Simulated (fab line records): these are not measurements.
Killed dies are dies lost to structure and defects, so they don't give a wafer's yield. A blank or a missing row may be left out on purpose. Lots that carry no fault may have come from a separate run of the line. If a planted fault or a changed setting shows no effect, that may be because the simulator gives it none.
Problem report, 8D (eight disciplines) form, completed by code ; flow nand harc ; the parts of the form that need people (team, actions taken, sign-off) are left out

== 1. WHAT WENT WRONG ==
Mean of exposure dose mJ cm2 at NHARC_P_BONDPAD_EXPOSE_06: 32.73 across 9 wafers in 3 lots; on wafers with no fault it is 37.04 (standard deviation 0.037). So: -99 or more standard deviations from the usual mean.
The step: exposes mask P BPAD.
The first sign was on wafer L478.3 at day 7 03:19, on krf scanner-01. At this step, 39 wafers from 13 lots have a number in the record. The rule behind "out" and "out of limits": a value lying over 4 standard deviations away from the usual mean. Any other wafer with a number is counted as sound.

== 2. WHAT IT IS; WHAT IT IS NOT ==
question;is;is not
which readings at this step;exposure dose mJ cm2;-
which lots;L478, L482, L484;L476, L477, L481, L489, L490, L493, L494, L495, L497, L499
which wafers of those lots;all that have a number;-
read on which tools;krf scanner-01;krf scanner-02, krf scanner-04
when;from day 7 03:19;"up to then (6 sound wafers); but 24 sound wafers of L481, L489, L490, L493, L494, L495, L497, L499 came after"

== 3. THE SUSPECTS, EACH WITH WHAT RULES IT OUT ==
Counting: a tool at any process step up to the reading remains a suspect when it ran all the lots that are out and ran no sound lot after the first of those.
- krf scanner-01 at NHARC_P_BONDPAD_EXPOSE_06 (exposes mask P BPAD): kept. It ran every lot that is out, first L478 (day 7 03:19), and no sound lot after that; its last sound lot up to then is L477 (day 6 18:28). Its own exposure dose mJ cm2 readings are out on those wafers.
Remaining after the count: krf scanner-01 at NHARC_P_BONDPAD_EXPOSE_06.

== 4. THE CAUSE (what the simulator had put in) ==
Process parameters drifting: krf scanner-01 at NHARC_P_BONDPAD_EXPOSE_06, beginning at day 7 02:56. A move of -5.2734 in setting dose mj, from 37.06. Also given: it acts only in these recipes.
After counting, this tool was the only one left.

== 5. THE EFFECT CHAIN, in route order ==
Rows list readings where the struck wafers' mean (over those with a number) sits beyond 3 standard deviations from the usual. Only readings whose record carries a usual standard deviation are examined. hours: median over the lots of the time between each lot's start at the first step of this table that gives one and its start at this step. sigmas: the change, counted in usual standard deviations.
hours;step;reading;usual;on struck wafers;change;sigmas
0;NHARC_P_BONDPAD_EXPOSE_06;exposure dose mJ cm2;37.04;32.73;-4.31;-99 or more
It contains these process steps:
- NHARC_P_BONDPAD_EXPOSE_06: exposes mask P BPAD.
Later steps that measure or inspect, where all struck wafers having a row at the step show a number for every such reading and not one has moved that far: NHARC_END_SORT_01.

== 6. WHAT WOULD HAVE CAUGHT IT SOONER ==
In this record no reading fell out of limits until day 7 03:19, 0 hours after the fault had begun at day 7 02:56.
